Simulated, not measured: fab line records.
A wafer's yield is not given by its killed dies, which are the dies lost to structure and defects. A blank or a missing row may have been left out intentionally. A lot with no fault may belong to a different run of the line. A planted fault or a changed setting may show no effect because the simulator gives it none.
Chamber matching | flow n5 finfet | ald sin-03 running N5_BEOL_M3_ALD_98: 4 sister chambers
The step deposits SiO2, target thk 2.5 nm, pulse time 1 s, co reactant pulse time 1 s. 4 wafers are shown with their chamber, then 12 later ones without.

== WAFERS WITH THEIR CHAMBER ==
wafer  | chamber | heater power w (W)
L084.5 | 3       | 84
L092.1 | 2       | 71
L092.2 | 0       | 80
L092.4 | 1       | 77

== WAFERS WHOSE CHAMBER IS MISSING ==
wafer  | heater power w (W)
L093.2 | 83
L093.4 | 71
L093.6 | 77
L094.1 | 71
L094.2 | 77
L094.3 | 81
L094.4 | 83
L094.5 | 74
L094.6 | 72
L097.1 | 80
L097.5 | 79
L097.6 | 76

== WHICH CHAMBER EACH WENT THROUGH ==
wafer  | from the rows above     | in truth
L093.2 | can't be placed: 3 or 0 | 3
L093.4 | 2                       | 2
L093.6 | 1                       | 1
L094.1 | 2                       | 2
L094.2 | 1                       | 1
L094.3 | can't be placed: 0 or 3 | 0
L094.4 | can't be placed: 3 or 0 | 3
L094.5 | can't be placed: 1 or 2 | 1
L094.6 | 2                       | 2
L097.1 | 0                       | 0
L097.5 | can't be placed: 0 or 1 | 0
L097.6 | 1                       | 1
Placed correctly: 7 of 12. Unplaceable from these rows: 5, with the true chamber sitting among the candidates in 5. Number placed wrongly: 0.
How it was worked out, from the rows above alone: a wafer's distance from a chamber is the root of the sum, over the readings, of the square of ((its reading less the chamber's mean) divided by the reading's scatter). If the next closest chamber is less than 2 further off than the closest, the wafer can't be placed; otherwise it belongs to the closest. The mean given for a chamber averages the wafers shown for that chamber. The scatter: with one shown wafer a chamber, the root of the mean of the squares of how far each hidden wafer lies from its nearest shown one.
